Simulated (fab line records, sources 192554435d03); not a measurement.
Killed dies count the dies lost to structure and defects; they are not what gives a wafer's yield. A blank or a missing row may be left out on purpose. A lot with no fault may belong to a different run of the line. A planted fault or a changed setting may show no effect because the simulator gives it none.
fab line records / flow n5_finfet
record: lots: 4 wafers: 12 last_day: 22
route steps=1938 shown SD_EPI_N@275 SD_EPI_P@295 BEOL_M4@1111 PASSIVATION@1936
lots that met no fault: from a run of the same line without faults
start_h: hours from the record's opening day to when the first of the lot's shown wafers began / wait_h: hours from the lot's prior step to this one / " as in the row above / L1.1+2: a row that stands for several wafers / - value missing, or start not given / * or withheld: withheld / < > ~ a bound
route shown NAME@n: a module of which the file shows steps, and the number in the route of the first / usual: average and standard deviation across the fault-free wafers / same: alike in all rows / chamber/n: place in a boat / sites: the reading at each site / _std_site: the standard deviation of these / _edge_site: outer sites' mean less inner sites' / radius_mm: how far each site lies from the wafer's centre / mask NAME#n: copy n / behind: the most recent tool/chamber to have shaped the wafer / hold: why the lot went on hold/how many hours it stayed there/how the hold came to an end / device: whichever transistor did not switch (one of n, p or np) / end of line: the same wafers' tests at the end of the route / where a step has no rows: the recipe by itself / killed: the dies lost at the first sort to structure and to defects; this is not the yield of the wafer / map: a wafer's dies, x killed, . not, _ none there
set.NAME: the setting the step ran with; set.NAME@STEP: the setting that earlier step ran with / model.NAME: the simulator's own value behind a step, which no gauge read
lots at some steps of the route; a table a step, a row a wafer
services: when a tool's chamber went out of use (start_h, in hours from the record's first day, below 0 if earlier), for how many hours, and the reason
== steps ==
step: N5_SD_EPI_N_ETCH_35
recipe: chemistry: N2/H2 target: SOC overetch_a: 1080 mask_material: SiARC temp_c: 40 ion_energy_ev: 100 source_w: 3000 bias_w: 133 pressure_mtorr: 20 time_s: 486 n2_flow_sccm: 200 h2_flow_sccm: 200
step: N5_SD_EPI_N_STRIP_36
recipe: chemistry: N2/H2 temp_c: 40 n2_flow_sccm: 200 h2_flow_sccm: 200 rf_frequency_hz: 6e+07
step: N5_SD_EPI_N_ETCHBACK_44
recipe: chemistry: CH3F/O2 mode: anisotropic_etchback target: SiNx target_depth_a: 145 stop_on: SiO2 over_etch_frac: 0.3 ion_energy_ev: 120 pressure_mtorr: 30 source_w: 395 bias_w: 73 Ar_flow_sccm: 150 CH3F_flow_sccm: 30 O2_flow_sccm: 20
step: N5_SD_EPI_N_ETCH_45
recipe: chemistry: CH3F/O2 target: SiOCN target_depth_a: 60 mask_material: SOC ion_energy_ev: 60 bias_w: 29 pressure_mtorr: 15 source_w: 410 Ar_flow_sccm: 150 CH3F_flow_sccm: 30 O2_flow_sccm: 20
step: N5_SD_EPI_N_ETCH_16
recipe: chemistry: CHF3/O2 target: SiO2 target_depth_a: 50 mask_material: SOC pressure_mtorr: 30 source_w: 650 bias_w: 170 Ar_flow_sccm: 200 CHF3_flow_sccm: 50 O2_flow_sccm: 5 ion_energy_ev: 200
step: N5_SD_EPI_N_STRIP_47
recipe: chemistry: CHF3/O2 resist: SiARC rf_frequency_hz: 6e+07
step: N5_SD_EPI_N_SD_RECESS_17
recipe: chemistry: HBr/Cl2/O2 target_depth_a: 410 mask_material: SOC time_s: 23.7 bt_time_s: 3 pressure_mtorr: 10 icp_w: 800 bias_w: 112 HBr_flow_sccm: 150 Cl2_flow_sccm: 80 O2_flow_sccm: 12
step: N5_SD_EPI_N_STRIP_38
recipe: chemistry: N2/H2 power_w: 1000 temp_c: 250 h2_frac: 0.65 overash_fraction: 0.3 pressure_mtorr: withheld n2_flow_sccm: 1750 h2_flow_sccm: 3250
step: N5_SD_EPI_N_WET_ETCH_43
recipe: chemistry: dHF dilution: withheld time_s: 14 target: SiO2 target_depth_a: 15 temp_c: 25
step: N5_SD_EPI_N_STRIP_18
recipe: chemistry: SPM time_s: 750 temp_c: 130 h2so4_h2o2_vol_ratio: 4
step: N5_SD_EPI_N_SRD_20
recipe: dry: ipa_marangoni do_ppb: 5 time_s: 30 temp_c: 23 rinse_liquid: diw
step: N5_SD_EPI_N_PRECLEAN_48
recipe: chemistry: NF3:NH3 afs_cycles: 2 temp_c: 30 time_s: 20 sublimation_temp_c: 180 sublimation_time_s: 60 pressure_torr: 3 rf_power_w: 30
step: N5_SD_EPI_N_VAPOR_ETCH_50
recipe: chemistry: HCl target: Si temp_c: 775 time_s: 54 pressure_torr: 20 mode: isotropic
usual: susceptor_temp_C: 775.0/0.32 throttle_valve_pct: 11.7/0.39
lot.wafer=L416.2 tool=epi_rpcvd-02 chamber=0 start_h=50.39 wait_h=0.4 susceptor_temp_C=774.6 throttle_valve_pct=12.3
lot.wafer=L416.4 tool=epi_rpcvd-02 chamber=0 start_h=50.39 wait_h=0.4 susceptor_temp_C=774.6 throttle_valve_pct=12.3
lot.wafer=L416.6 tool=epi_rpcvd-02 chamber=0 start_h=50.39 wait_h=0.4 susceptor_temp_C=775.0 throttle_valve_pct=12.1
lot.wafer=L423.3 tool=epi_rpcvd-04 chamber=0 start_h=92.61 wait_h=0.3 susceptor_temp_C=- throttle_valve_pct=11.5
lot.wafer=L423.5 tool=epi_rpcvd-04 chamber=0 start_h=92.61 wait_h=0.3 susceptor_temp_C=- throttle_valve_pct=11.8
lot.wafer=L423.6 tool=epi_rpcvd-04 chamber=0 start_h=92.61 wait_h=0.3 susceptor_temp_C=775.3 throttle_valve_pct=11.6
lot.wafer=L424.2 tool=epi_rpcvd-04 chamber=0 start_h=100.15 wait_h=0.4 susceptor_temp_C=775.5 throttle_valve_pct=11.4
lot.wafer=L424.4 tool=epi_rpcvd-04 chamber=0 start_h=100.15 wait_h=0.4 susceptor_temp_C=- throttle_valve_pct=11.6
lot.wafer=L424.5 tool=epi_rpcvd-04 chamber=0 start_h=100.15 wait_h=0.4 susceptor_temp_C=- throttle_valve_pct=11.5
lot.wafer=L438.1 tool=epi_rpcvd-04 chamber=0 start_h=183.29 wait_h=0.3 susceptor_temp_C=775.6 throttle_valve_pct=11.5
lot.wafer=L438.2 tool=epi_rpcvd-04 chamber=0 start_h=183.29 wait_h=0.3 susceptor_temp_C=775.1 throttle_valve_pct=11.4
lot.wafer=L438.5 tool=epi_rpcvd-04 chamber=0 start_h=183.29 wait_h=0.3 susceptor_temp_C=775.4 throttle_valve_pct=11.5
step: N5_SD_EPI_N_EPI_21
recipe: material: Si:P dopant: P temp_c: 680 pressure_torr: 255 time_s: 690
step: N5_SD_EPI_N_PRECLEAN_24
recipe: chemistry: O3/DIW time_s: 60 temp_c: 22 o3_ppm: 10
step: N5_SD_EPI_N_SRD_25
recipe: time_s: 30 temp_c: 23 rinse_liquid: diw dry: ipa_marangoni
step: N5_SD_EPI_N_PRECLEAN_49
recipe: chemistry: NF3:NH3 afs_cycles: 1 temp_c: 30 time_s: 20 sublimation_temp_c: 180 sublimation_time_s: 60 pressure_torr: 3 rf_power_w: 30
step: N5_SD_EPI_N_LINER_46
recipe: material: SiNx target_thk_a: 30 temp_c: 400 ald_precursor_family: SiH2I2 ald_co_reactant: N2/H2-plasma pressure_torr: 2
step: N5_SD_EPI_P_COAT_34
recipe: resist: SOC temp_c: 250 time_s: 60 spin_rpm: 1500 resist_thk_nm: 350
step: N5_SD_EPI_P_COAT_35
recipe: resist: SiARC temp_c: 220 time_s: 60 spin_rpm: 1500 resist_thk_nm: 35
step: N5_SD_EPI_P_COAT_03
recipe: resist: CAR-ArF-block spin_rpm: 1500 resist_thk_nm: 150
step: N5_SD_EPI_P_EBR_05
recipe: solvent: PGMEA ebr_width_mm: 1.5
step: N5_SD_EPI_P_SOFTBAKE_04
recipe: temp_c: 110 time_s: 60 resist: CAR-ArF-block
step: N5_SD_EPI_P_EXPOSE_06
recipe: mask_id: SD_P_BLK na: 1.35 source_shape: conventional sigma_outer: 0.8 polarization: unpolarized target_cd_nm: 240 dose_mj: 39.5
step: N5_SD_EPI_P_PEB_07
recipe: peb_temp_c: 110 peb_time_s: 60 resist: CAR-ArF-block
step: N5_SD_EPI_P_DEVELOP_08
recipe: develop_time_s: 30 developer: TMAH resist: CAR-ArF-block dev_temp_c: 23 rinse_liquid: diw dry: air_spin
step: N5_SD_EPI_P_DESCUM_14
recipe: chemistry: O2 time_s: 7.9 source_power_w: 50 bias_power_w: 20 pressure_mtorr: 20 rf_frequency_hz: 2.712e+07 temp_c: 40 resist: CAR-ArF-block o2_flow_sccm: 225
step: N5_SD_EPI_P_ETCH_36
recipe: chemistry: CF4 target: SiARC target_depth_a: 455 mask_material: CAR-ArF-block time_s: 75.8 ion_energy_ev: 80 pressure_mtorr: 40 source_w: 545 bias_w: 36 Ar_flow_sccm: 100 cf4_flow_sccm: 100 ends: cleared
step: N5_SD_EPI_P_ETCH_37
recipe: chemistry: N2/H2 target: SOC overetch_a: 1080 mask_material: SiARC temp_c: 40 ion_energy_ev: 100 source_w: 3000 bias_w: 133 pressure_mtorr: 20 time_s: 486 n2_flow_sccm: 200 h2_flow_sccm: 200 ends: end_point
step: N5_SD_EPI_P_STRIP_38
recipe: chemistry: N2/H2 temp_c: 40 n2_flow_sccm: 200 h2_flow_sccm: 200 rf_frequency_hz: 6e+07
step: N5_SD_EPI_P_ETCHBACK_46
recipe: chemistry: CH3F/O2 mode: anisotropic_etchback target: SiNx target_depth_a: 175 stop_on: SiO2 over_etch_frac: 0.3 ion_energy_ev: 120 pressure_mtorr: 30 source_w: 395 bias_w: 73 Ar_flow_sccm: 150 CH3F_flow_sccm: 30 O2_flow_sccm: 20
step: N5_SD_EPI_P_ETCH_47
recipe: chemistry: CH3F/O2 target: SiOCN target_depth_a: 250 mask_material: SOC ion_energy_ev: 60 bias_w: 29 pressure_mtorr: 30 source_w: 410 Ar_flow_sccm: 150 CH3F_flow_sccm: 30 O2_flow_sccm: 20
step: N5_SD_EPI_P_ETCH_16
recipe: chemistry: CHF3/O2 target: SiO2 target_depth_a: 50 mask_material: SOC pressure_mtorr: 30 source_w: 650 bias_w: 170 Ar_flow_sccm: 200 CHF3_flow_sccm: 50 O2_flow_sccm: 5 ion_energy_ev: 200
step: N5_SD_EPI_P_STRIP_50
recipe: chemistry: CHF3/O2 resist: SiARC rf_frequency_hz: 6e+07
step: N5_SD_EPI_P_SD_RECESS_17
recipe: chemistry: HBr/Cl2/O2 target_depth_a: 391 bt_time_s: 3 pressure_mtorr: 10 icp_w: 800 bias_w: 112 HBr_flow_sccm: 150 Cl2_flow_sccm: 80 O2_flow_sccm: 12
step: N5_SD_EPI_P_WET_ETCH_45
recipe: chemistry: dHF dilution: withheld time_s: 10.7 target: SiO2 target_depth_a: 20 temp_c: 25 dry: ipa_marangoni rinse_time_s: 30 rinse_temp_c: 23
step: N5_SD_EPI_P_STRIP_40
recipe: chemistry: N2/H2 power_w: 1000 temp_c: 250 h2_frac: 0.65 overash_fraction: 0.3 pressure_mtorr: withheld n2_flow_sccm: 1750 h2_flow_sccm: 3250
step: N5_BEOL_M4_RC_MEAS_101
usual: DIBL_N: 36.3/1.1 DIBL_P: 36.3/1.4 IOFF_N: 0.155/0.019 IOFF_N_85C: 3.0/0.33 IOFF_N_LIN: 0.073/0.0076 IOFF_P: 0.211/0.027 ION_N: 672/8.5 ION_P: 462/5.8 REXT_N: 75.3/1.5 SS_N: 71.5/0.56 SS_P: 73.3/0.52 VT_N: 249.9/2.5 VT_N_LVT: 98.6/2.4 VT_P: -249.8/2.8
lot.wafer=L416.2 tool=prober-01 chamber=0 start_h=196.27 wait_h=0.2 DIBL_N[mV/V]=37.9 DIBL_P[mV/V]=37.2 IOFF_N[nA/um]=0.171 IOFF_N_85C[nA/um]=3.3 IOFF_N_LIN[nA/um]=0.079 IOFF_P[nA/um]=0.243 ION_N[uA/um]=674 ION_P[uA/um]=465 REXT_N[ohm.um]=74.7 SS_N[mV/dec]=71.8 SS_P[mV/dec]=74.0 VT_N[mV]=249.2 VT_N_LVT[mV]=97.2 VT_P[mV]=-248.8
lot.wafer=L416.4 tool=prober-01 chamber=0 start_h=196.27 wait_h=0.2 DIBL_N[mV/V]=34.5 DIBL_P[mV/V]=32.6 IOFF_N[nA/um]=0.110 IOFF_N_85C[nA/um]=2.2 IOFF_N_LIN[nA/um]=0.055 IOFF_P[nA/um]=0.165 ION_N[uA/um]=647 ION_P[uA/um]=452 REXT_N[ohm.um]=75.6 SS_N[mV/dec]=70.7 SS_P[mV/dec]=73.0 VT_N[mV]=254.2 VT_N_LVT[mV]=103.3 VT_P[mV]=-257.5
lot.wafer=L416.6 tool=prober-01 chamber=0 start_h=196.27 wait_h=0.2 DIBL_N[mV/V]=36.9 DIBL_P[mV/V]=36.4 IOFF_N[nA/um]=0.151 IOFF_N_85C[nA/um]=2.9 IOFF_N_LIN[nA/um]=0.071 IOFF_P[nA/um]=0.224 ION_N[uA/um]=669 ION_P[uA/um]=467 REXT_N[ohm.um]=75.1 SS_N[mV/dec]=71.8 SS_P[mV/dec]=74.6 VT_N[mV]=249.0 VT_N_LVT[mV]=98.7 VT_P[mV]=-248.6
lot.wafer=L423.3 tool=prober-02 chamber=0 start_h=289.88 wait_h=0.3 DIBL_N[mV/V]=29.3 DIBL_P[mV/V]=35.3 IOFF_N[nA/um]=0.076 IOFF_N_85C[nA/um]=1.7 IOFF_N_LIN[nA/um]=0.044 IOFF_P[nA/um]=0.185 ION_N[uA/um]=615 ION_P[uA/um]=461 REXT_N[ohm.um]=94.2 SS_N[mV/dec]=70.0 SS_P[mV/dec]=73.5 VT_N[mV]=260.4 VT_N_LVT[mV]=108.8 VT_P[mV]=-252.8
lot.wafer=L423.5 tool=prober-02 chamber=0 start_h=289.88 wait_h=0.3 DIBL_N[mV/V]=30.5 DIBL_P[mV/V]=37.0 IOFF_N[nA/um]=0.088 IOFF_N_85C[nA/um]=1.9 IOFF_N_LIN[nA/um]=0.049 IOFF_P[nA/um]=0.213 ION_N[uA/um]=626 ION_P[uA/um]=468 REXT_N[ohm.um]=94.1 SS_N[mV/dec]=70.5 SS_P[mV/dec]=73.4 VT_N[mV]=256.7 VT_N_LVT[mV]=105.2 VT_P[mV]=-247.2
lot.wafer=L423.6 tool=prober-02 chamber=0 start_h=289.88 wait_h=0.3 DIBL_N[mV/V]=37.4 DIBL_P[mV/V]=37.2 IOFF_N[nA/um]=0.183 IOFF_N_85C[nA/um]=3.6 IOFF_N_LIN[nA/um]=0.087 IOFF_P[nA/um]=0.226 ION_N[uA/um]=678 ION_P[uA/um]=457 REXT_N[ohm.um]=73.7 SS_N[mV/dec]=71.5 SS_P[mV/dec]=73.6 VT_N[mV]=247.7 VT_N_LVT[mV]=95.2 VT_P[mV]=-249.5
lot.wafer=L424.2 tool=prober-02 chamber=0 start_h=399.79 wait_h=0.2 DIBL_N[mV/V]=37.0 DIBL_P[mV/V]=38.3 IOFF_N[nA/um]=0.162 IOFF_N_85C[nA/um]=3.1 IOFF_N_LIN[nA/um]=0.076 IOFF_P[nA/um]=0.214 ION_N[uA/um]=675 ION_P[uA/um]=466 REXT_N[ohm.um]=76.5 SS_N[mV/dec]=71.3 SS_P[mV/dec]=73.5 VT_N[mV]=246.4 VT_N_LVT[mV]=96.5 VT_P[mV]=-249.6
lot.wafer=L424.4 tool=prober-02 chamber=0 start_h=399.79 wait_h=0.2 DIBL_N[mV/V]=27.6 DIBL_P[mV/V]=32.5 IOFF_N[nA/um]=0.054 IOFF_N_85C[nA/um]=1.2 IOFF_N_LIN[nA/um]=0.032 IOFF_P[nA/um]=0.142 ION_N[uA/um]=602 ION_P[uA/um]=454 REXT_N[ohm.um]=94.5 SS_N[mV/dec]=69.1 SS_P[mV/dec]=72.8 VT_N[mV]=266.4 VT_N_LVT[mV]=113.7 VT_P[mV]=-256.8
lot.wafer=L424.5 tool=prober-02 chamber=0 start_h=399.79 wait_h=0.2 DIBL_N[mV/V]=28.9 DIBL_P[mV/V]=34.7 IOFF_N[nA/um]=0.062 IOFF_N_85C[nA/um]=1.4 IOFF_N_LIN[nA/um]=0.035 IOFF_P[nA/um]=0.173 ION_N[uA/um]=596 ION_P[uA/um]=458 REXT_N[ohm.um]=97.1 SS_N[mV/dec]=69.3 SS_P[mV/dec]=73.1 VT_N[mV]=263.5 VT_N_LVT[mV]=112.1 VT_P[mV]=-253.3
lot.wafer=L438.1 tool=prober-01 chamber=0 start_h=400.81 wait_h=0.0 DIBL_N[mV/V]=36.4 DIBL_P[mV/V]=35.7 IOFF_N[nA/um]=0.167 IOFF_N_85C[nA/um]=3.3 IOFF_N_LIN[nA/um]=0.079 IOFF_P[nA/um]=0.213 ION_N[uA/um]=677 ION_P[uA/um]=456 REXT_N[ohm.um]=73.3 SS_N[mV/dec]=72.0 SS_P[mV/dec]=73.1 VT_N[mV]=249.3 VT_N_LVT[mV]=95.9 VT_P[mV]=-249.3
lot.wafer=L438.2 tool=prober-01 chamber=0 start_h=400.81 wait_h=0.0 DIBL_N[mV/V]=35.8 DIBL_P[mV/V]=35.1 IOFF_N[nA/um]=0.154 IOFF_N_85C[nA/um]=3.1 IOFF_N_LIN[nA/um]=0.076 IOFF_P[nA/um]=0.208 ION_N[uA/um]=673 ION_P[uA/um]=455 REXT_N[ohm.um]=73.8 SS_N[mV/dec]=72.6 SS_P[mV/dec]=73.7 VT_N[mV]=249.8 VT_N_LVT[mV]=96.9 VT_P[mV]=-249.9
lot.wafer=L438.5 tool=prober-01 chamber=0 start_h=400.81 wait_h=0.0 DIBL_N[mV/V]=35.6 DIBL_P[mV/V]=34.6 IOFF_N[nA/um]=0.155 IOFF_N_85C[nA/um]=3.1 IOFF_N_LIN[nA/um]=0.076 IOFF_P[nA/um]=0.197 ION_N[uA/um]=673 ION_P[uA/um]=460 REXT_N[ohm.um]=74.0 SS_N[mV/dec]=72.1 SS_P[mV/dec]=73.2 VT_N[mV]=248.3 VT_N_LVT[mV]=96.5 VT_P[mV]=-250.5
step: N5_PASSIVATION_PROBE_49
usual: defect_limited_yield: 91.4/1.2 killed_at_M0_to_M3: 34/10 killed_at_M4_up: 14/5.1 killed_at_contacts: 12/6.4 killed_at_front_end: 38/9.3 killed_at_other: 4/3 killed_dies: 102/15 killed_open: 67/12 killed_short: 33/6.9 sort_bin_5_function: 5.0/0.86 sort_bin_6_memory: 3.2/0.58 sort_bin_8_speed: 0.00/0.0099 sort_n_pass: 1078/15 sort_yield_pct: 91.4/1.2
same: gross_dies: 1180 killed_at_back_side: 0 sort_bin_4_leakage[%]: 0
lot.wafer=L423.3 tool=prober-01 chamber=- start_h=388.63 wait_h=0.1 defect_limited_yield[%]=90.6 killed_at_M0_to_M3=30 killed_at_M4_up=13 killed_at_contacts=15 killed_at_front_end=49 killed_at_other=4 killed_dies=111 killed_open=72 killed_short=37 sort_bin_5_function[%]=4.9 sort_bin_6_memory[%]=3.6 sort_bin_8_speed[%]=65.42 sort_n_pass=297 sort_yield_pct[%]=25.2
lot.wafer=L423.5 tool=prober-01 chamber=- start_h=388.73 wait_h=0.2 defect_limited_yield[%]=92.3 killed_at_M0_to_M3=32 killed_at_M4_up=15 killed_at_contacts=16 killed_at_front_end=28 killed_at_other=0 killed_dies=91 killed_open=64 killed_short=25 sort_bin_5_function[%]=4.0 sort_bin_6_memory[%]=3.4 sort_bin_8_speed[%]=13.73 sort_n_pass=927 sort_yield_pct[%]=78.6
lot.wafer=L423.6 tool=prober-01 chamber=- start_h=388.78 wait_h=0.3 defect_limited_yield[%]=93.4 killed_at_M0_to_M3=25 killed_at_M4_up=15 killed_at_contacts=19 killed_at_front_end=19 killed_at_other=0 killed_dies=78 killed_open=55 killed_short=21 sort_bin_5_function[%]=4.1 sort_bin_6_memory[%]=2.2 sort_bin_8_speed[%]=0 sort_n_pass=1102 sort_yield_pct[%]=93.4
lot.wafer=L438.1 tool=prober-01 chamber=- start_h=511.85 wait_h=0.0 defect_limited_yield[%]=91.8 killed_at_M0_to_M3=33 killed_at_M4_up=10 killed_at_contacts=8 killed_at_front_end=45 killed_at_other=1 killed_dies=97 killed_open=66 killed_short=29 sort_bin_5_function[%]=4.7 sort_bin_6_memory[%]=3.3 sort_bin_8_speed[%]=0 sort_n_pass=1083 sort_yield_pct[%]=91.8
lot.wafer=L438.2 tool=prober-01 chamber=- start_h=511.90 wait_h=0.1 defect_limited_yield[%]=90.9 killed_at_M0_to_M3=53 killed_at_M4_up=15 killed_at_contacts=3 killed_at_front_end=35 killed_at_other=1 killed_dies=107 killed_open=59 killed_short=46 sort_bin_5_function[%]=5.7 sort_bin_6_memory[%]=3.0 sort_bin_8_speed[%]=0 sort_n_pass=1073 sort_yield_pct[%]=90.9
lot.wafer=L438.5 tool=prober-01 chamber=- start_h=512.05 wait_h=0.2 defect_limited_yield[%]=90.3 killed_at_M0_to_M3=57 killed_at_M4_up=13 killed_at_contacts=7 killed_at_front_end=37 killed_at_other=0 killed_dies=114 killed_open=75 killed_short=39 sort_bin_5_function[%]=5.5 sort_bin_6_memory[%]=3.9 sort_bin_8_speed[%]=0 sort_n_pass=1066 sort_yield_pct[%]=90.3
lot.wafer=L424.2 tool=prober-01 chamber=- start_h=517.15 wait_h=0.1 defect_limited_yield[%]=90.3 killed_at_M0_to_M3=23 killed_at_M4_up=24 killed_at_contacts=10 killed_at_front_end=53 killed_at_other=4 killed_dies=114 killed_open=66 killed_short=47 sort_bin_5_function[%]=5.5 sort_bin_6_memory[%]=3.8 sort_bin_8_speed[%]=0 sort_n_pass=1066 sort_yield_pct[%]=90.3
lot.wafer=L424.4 tool=prober-01 chamber=- start_h=517.25 wait_h=0.2 defect_limited_yield[%]=91.7 killed_at_M0_to_M3=28 killed_at_M4_up=14 killed_at_contacts=9 killed_at_front_end=47 killed_at_other=0 killed_dies=98 killed_open=66 killed_short=32 sort_bin_5_function[%]=4.7 sort_bin_6_memory[%]=3.3 sort_bin_8_speed[%]=89.75 sort_n_pass=23 sort_yield_pct[%]=1.9
lot.wafer=L424.5 tool=prober-01 chamber=- start_h=517.30 wait_h=0.2 defect_limited_yield[%]=91.7 killed_at_M0_to_M3=27 killed_at_M4_up=14 killed_at_contacts=19 killed_at_front_end=38 killed_at_other=0 killed_dies=98 killed_open=69 killed_short=28 sort_bin_5_function[%]=5.0 sort_bin_6_memory[%]=2.9 sort_bin_8_speed[%]=91.19 sort_n_pass=6 sort_yield_pct[%]=0.5
killed by level:class
L423.3 FIN_SAQP:geometric_particle:short=15 STI_FIN_REVEAL:geometric_particle:open=13 MOL_CONTACT_COAG:geometric_particle:open=12 FIN_SAQP:geometric_particle:open=10 BEOL_M2:geometric_particle:open=7 BEOL_M0_SAQP:geometric_particle:open=6 BEOL_M4:geometric_particle:open=6 BEOL_M1:geometric_particle:open=5
L423.5 MOL_CONTACT_COAG:geometric_particle:open=9 FIN_SAQP:geometric_particle:open=8 MOL_CONTACT_COAG:geometric_particle:short=7 BEOL_M0_SAQP:geometric_particle:open=7 BEOL_M4:geometric_particle:open=7 BEOL_M0_SAQP:geometric_particle:short=5 BEOL_M1:geometric_particle:open=5 BEOL_M2:geometric_particle:open=5
L423.6 MOL_CONTACT_COAG:geometric_particle:open=16 BEOL_M0_SAQP:geometric_particle:open=8 BEOL_M3:geometric_particle:open=6 BEOL_M0_SAQP:geometric_particle:short=5 FIN_SAQP:geometric_particle:open=3 GATE_CUT:geometric_particle:open=3 GATE_CUT:geometric_particle:short=3 MOL_CONTACT_COAG:geometric_particle:short=3
L438.1 STI_FIN_REVEAL:geometric_particle:open=19 BEOL_M0_SAQP:geometric_particle:short=10 BEOL_M0_SAQP:geometric_particle:open=7 MOL_CONTACT_COAG:geometric_particle:open=7 STI_FIN_REVEAL:geometric_particle:short=6 BEOL_M2:geometric_particle:open=6 FIN_SAQP:geometric_particle:open=5 BEOL_M4:geometric_particle:open=5
L438.2 BEOL_M0_SAQP:geometric_particle:short=16 BEOL_M0_SAQP:geometric_particle:open=15 STI_FIN_REVEAL:geometric_particle:open=11 BEOL_M2:geometric_particle:open=6 BEOL_M4:geometric_particle:open=6 FIN_SAQP:geometric_particle:short=5 GATE_CUT:geometric_particle:short=5 FIN_SAQP:geometric_particle:open=4
L438.5 BEOL_M0_SAQP:geometric_particle:short=18 STI_FIN_REVEAL:geometric_particle:open=15 BEOL_M0_SAQP:geometric_particle:open=11 BEOL_M1:geometric_particle:open=7 BEOL_M3:geometric_particle:open=7 BEOL_M2:geometric_particle:open=6 GATE_CUT:geometric_particle:open=5 GATE_CUT:geometric_particle:short=5
L424.2 FIN_SAQP:geometric_particle:short=23 FIN_SAQP:geometric_particle:open=13 BEOL_M2:geometric_particle:open=12 BEOL_M4:geometric_particle:short=9 MOL_CONTACT_COAG:geometric_particle:open=9 BEOL_M4:geometric_particle:open=9 BEOL_M0_SAQP:geometric_particle:open=5 STI_FIN_REVEAL:geometric_particle:open=4
L424.4 BEOL_M2:geometric_particle:open=12 STI_FIN_REVEAL:geometric_particle:open=11 FIN_SAQP:geometric_particle:short=9 MOL_CONTACT_COAG:geometric_particle:open=9 FIN_SAQP:geometric_particle:open=6 BEOL_M4:geometric_particle:open=6 GATE_CUT:geometric_particle:short=4 GATE_CUT:geometric_particle:open=4
L424.5 MOL_CONTACT_COAG:geometric_particle:open=16 BEOL_M2:geometric_particle:open=9 GATE_CUT:geometric_particle:open=8 FIN_SAQP:geometric_particle:short=6 STI_FIN_REVEAL:geometric_particle:open=6 BEOL_M3:geometric_particle:open=6 GATE_CUT:geometric_particle:short=5 BEOL_M0_SAQP:geometric_particle:open=5
map L423.3 (x killed, . not)
_________________............________________
______________.x......x........._____________
___________.............x..x.......__________
__________...x.x...................._________
________.....................x...x...._______
_______x.x..x................x.........______
______...............................x.._____
_____x.....x...........x......x.....x..x.____
____..............x..............x........___
___......x.......x..x..............x...x...__
___.............x....x.............x.......__
__..................x...........x..xx......._
__.x..............xx....x..........x........_
_......x....x......x...x.xxx.....x.....x.....
_.............x..........x............x..x...
_................xx.....x..............x....x
_.....x.........x............................
_..x......x....................x.............
_...............x..................x.........
_..........x.....xx...x......................
_..x.............x........x.x................
__...........x.....x...............x......x._
__....xx..........x....................xx..._
___....xx.....x.......x....x...............__
___.........x........x....x............x...__
____....x.....x...........xx..x...........___
_____..x....xx...........................____
______.x.........x.............x......x._____
_______.............x.............x....______
________..x..........................._______
__________...........x.............x_________
___________.x......................__________
______________x..x.............._____________
_________________......x..x..________________
map L424.2 (x killed, . not)
_________________..xxxx...x..________________
______________........x........._____________
___________x...x....x........x.....__________
__________..............x...x....x.x_________
________x......................x......_______
_______.....................x..........______
______x....x..x......x.....x............_____
_____....................................____
____.....x..x.x.............x..x..........___
___...x....................................__
___....x..x.....x....x.....................__
__.........................x................_
__....x.......................xxx..x........_
_....x..............x.............x..........
_....x......x..........xx....................
_..x....x............x...x.......x......x....
_.....................x...........x.....x....
_..............................x......xx.....
_.xx....x..........xx.x...............x....x.
_......x..........xx........x................
_.....x......x.x.........x..........xx......x
__............x.x........x...x...........x.._
__......................x..................._
___.............................x.x........__
___........x..................x...........x__
____...x.........x...............xx.......___
_____...........x...x............x......x____
______.................x.........x......_____
_______................................______
________....x.......xx.......x.xx....._______
__________..x.......x..x.......xxx.._________
___________............x...........__________
______________.x..............x._____________
_________________......x..x..________________
== services ==
tool=epi_rpcvd-04 chamber=- start_h=65.16 hours=6.0 kind=pm
tool=epi_rpcvd-04 chamber=- start_h=72.40 hours=1.5 kind=repair
tool=epi_rpcvd-04 chamber=- start_h=132.34 hours=1.8 kind=repair
== key ==
first_sign: step: N5_BEOL_M4_RC_MEAS_101 reading: REXT_N direction: up sigmas: 13 usual: 75.3 struck: 95.0
effect: step: N5_BEOL_M4_RC_MEAS_101 reading: ION_N direction: down sigmas: 7.3 usual: 672 struck: 610
effect: step: N5_BEOL_M4_RC_MEAS_101 reading: DIBL_N direction: down sigmas: 6.5 usual: 36.3 struck: 29.1
effect: step: N5_BEOL_M4_RC_MEAS_101 reading: VT_N_LVT direction: up sigmas: 4.7 usual: 98.6 struck: 110.0
effect: step: N5_BEOL_M4_RC_MEAS_101 reading: VT_N direction: up sigmas: 4.7 usual: 249.9 struck: 261.7
effect: step: N5_BEOL_M4_RC_MEAS_101 reading: IOFF_N_85C direction: down sigmas: 4.4 usual: 3.0 struck: 1.6
effect: step: N5_BEOL_M4_RC_MEAS_101 reading: IOFF_N direction: down sigmas: 4.4 usual: 0.155 struck: 0.070
effect: step: N5_BEOL_M4_RC_MEAS_101 reading: IOFF_N_LIN direction: down sigmas: 4.3 usual: 0.073 struck: 0.040
effect: step: N5_BEOL_M4_RC_MEAS_101 reading: SS_N direction: down sigmas: 3.2 usual: 71.5 struck: 69.7
effect: step: N5_PASSIVATION_PROBE_49 reading: sort_bin_8_speed direction: up sigmas: 99+ usual: 0.00 struck: 65.02
met_at N5_SD_EPI_N_VAPOR_ETCH_50
struck_wafers L423.3,L423.5,L424.4,L424.5
fault: kind: process_parameter_drift tool: epi_rpcvd-04 chamber: - onset_h: 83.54 steps: N5_SD_EPI_N_VAPOR_ETCH_50 channel: time_s offset: * shape: step end_h: 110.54 scope: struck_wafers_only acts_in: * stated: *
